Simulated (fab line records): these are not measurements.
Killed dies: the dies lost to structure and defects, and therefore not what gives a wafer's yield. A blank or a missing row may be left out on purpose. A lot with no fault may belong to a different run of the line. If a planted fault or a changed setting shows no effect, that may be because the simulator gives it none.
Chamber matching ; flow n5Finfet ; rieDiel-02 running N5_BEOL_M11_ETCH_61: 4 sister chambers
The step etches SiARC in CF4, target depth 39 nm, time 65 s. 8 wafers are shown with their chamber, then 9 later ones without.

EACH WAFER AND ITS CHAMBER
wafer;chamber;drypumpMotorCurrentA (A);throttleValvePct (%)
L089.1;2;5.4;15.40
L089.4;1;4.9;15.43
L087.3;0;5.6;15.75
L087.4;1;4.9;15.44
L087.6;3;6.1;15.28
L088.4;0;5.5;15.74
L088.5;3;6.2;15.30
L088.6;2;5.4;15.42

WAFERS MISSING THEIR CHAMBER
wafer;drypumpMotorCurrentA (A);throttleValvePct (%)
L091.2;6.1;15.29
L091.4;5.4;15.42
L091.5;6.1;15.30
L093.1;5.6;15.75
L093.4;6.1;15.31
L093.5;6.2;15.29
L094.1;6.2;15.34
L094.2;4.9;15.45
L094.4;5.6;15.76

THE CHAMBER EACH PASSED THROUGH
wafer;from the rows above;in truth
L091.2;3;3
L091.4;2;2
L091.5;3;3
L093.1;0;0
L093.4;3;3
L093.5;3;3
L094.1;3;3
L094.2;1;1
L094.4;0;0
9 of 9 placed correctly. Left unplaced by these rows: 0. Number placed wrongly: 0.
How it was worked out, from the rows above alone: a wafer's distance from a chamber is the root of the sum, over the readings, of the square of ((its reading less the chamber's mean) divided by the reading's scatter). The wafer belongs to the nearest chamber; if the next one is less than 2 further off, it can't be placed. A chamber's mean is the mean of its shown wafers. The scatter: the root of (the sum of the squares of (reading less its chamber's mean) over the shown wafers, divided by (wafers less chambers)).
